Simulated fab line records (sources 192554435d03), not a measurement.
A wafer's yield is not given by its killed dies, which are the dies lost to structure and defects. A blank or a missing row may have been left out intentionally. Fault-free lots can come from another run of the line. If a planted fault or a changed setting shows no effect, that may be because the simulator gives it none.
Matching of chambers || flow n5Finfet || N5_BEOL_M13_DEP_53 on pecvd-04 has 3 sister chambers
The step deposits SiCN from 3MS/NH3, target thk 50 nm, time 17.8 s. 3 wafers are shown with their chamber, then 12 later ones without.

== EACH WAFER AND ITS CHAMBER ==
{"wafer": "L091.1", "chamber": 1, "throttleValvePct (%)": 17.6}
{"wafer": "L091.3", "chamber": 0, "throttleValvePct (%)": 17.8}
{"wafer": "L091.4", "chamber": 2, "throttleValvePct (%)": 18.5}

== WAFERS WITHOUT THEIR CHAMBER ==
{"wafer": "L087.2", "throttleValvePct (%)": 17.9}
{"wafer": "L087.4", "throttleValvePct (%)": 17.8}
{"wafer": "L087.6", "throttleValvePct (%)": 18.3}
{"wafer": "L092.2", "throttleValvePct (%)": 17.7}
{"wafer": "L092.3", "throttleValvePct (%)": 17.5}
{"wafer": "L092.5", "throttleValvePct (%)": 18.3}
{"wafer": "L094.2", "throttleValvePct (%)": 18.7}
{"wafer": "L094.5", "throttleValvePct (%)": 17.8}
{"wafer": "L094.6", "throttleValvePct (%)": 18.6}
{"wafer": "L096.1", "throttleValvePct (%)": 17.7}
{"wafer": "L096.2", "throttleValvePct (%)": 18.9}
{"wafer": "L096.6", "throttleValvePct (%)": 16.8}

== CHAMBER TAKEN BY EACH ==
{"wafer": "L087.2", "from the rows above": "can't be placed: 0 or 1 or 2", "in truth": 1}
{"wafer": "L087.4", "from the rows above": "can't be placed: 0 or 1", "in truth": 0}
{"wafer": "L087.6", "from the rows above": "can't be placed: 2 or 0 or 1", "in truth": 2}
{"wafer": "L092.2", "from the rows above": "can't be placed: 1 or 0", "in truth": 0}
{"wafer": "L092.3", "from the rows above": "can't be placed: 1 or 0", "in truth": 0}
{"wafer": "L092.5", "from the rows above": "can't be placed: 2 or 0 or 1", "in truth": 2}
{"wafer": "L094.2", "from the rows above": 2, "in truth": 2}
{"wafer": "L094.5", "from the rows above": "can't be placed: 0 or 1", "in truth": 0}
{"wafer": "L094.6", "from the rows above": 2, "in truth": 2}
{"wafer": "L096.1", "from the rows above": "can't be placed: 1 or 0", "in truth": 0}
{"wafer": "L096.2", "from the rows above": 2, "in truth": 2}
{"wafer": "L096.6", "from the rows above": "can't be placed: 1 or 0", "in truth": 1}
Placed correctly: 3 of 12. Unplaceable from these rows: 9, with the true chamber sitting among the candidates in 9. Wrongly placed: 0.
How it was worked out, from the rows above alone: a wafer's distance from a chamber is the root of the sum, over the readings, of the square of ((its reading less the chamber's mean) divided by the reading's scatter). If the next closest chamber is less than 2 further off than the closest, the wafer can't be placed; otherwise it belongs to the closest. A chamber's mean is the mean of its shown wafers. The scatter (one wafer shown for each chamber): square how far every hidden wafer sits from the nearest shown wafer, average those squares and take the square root.
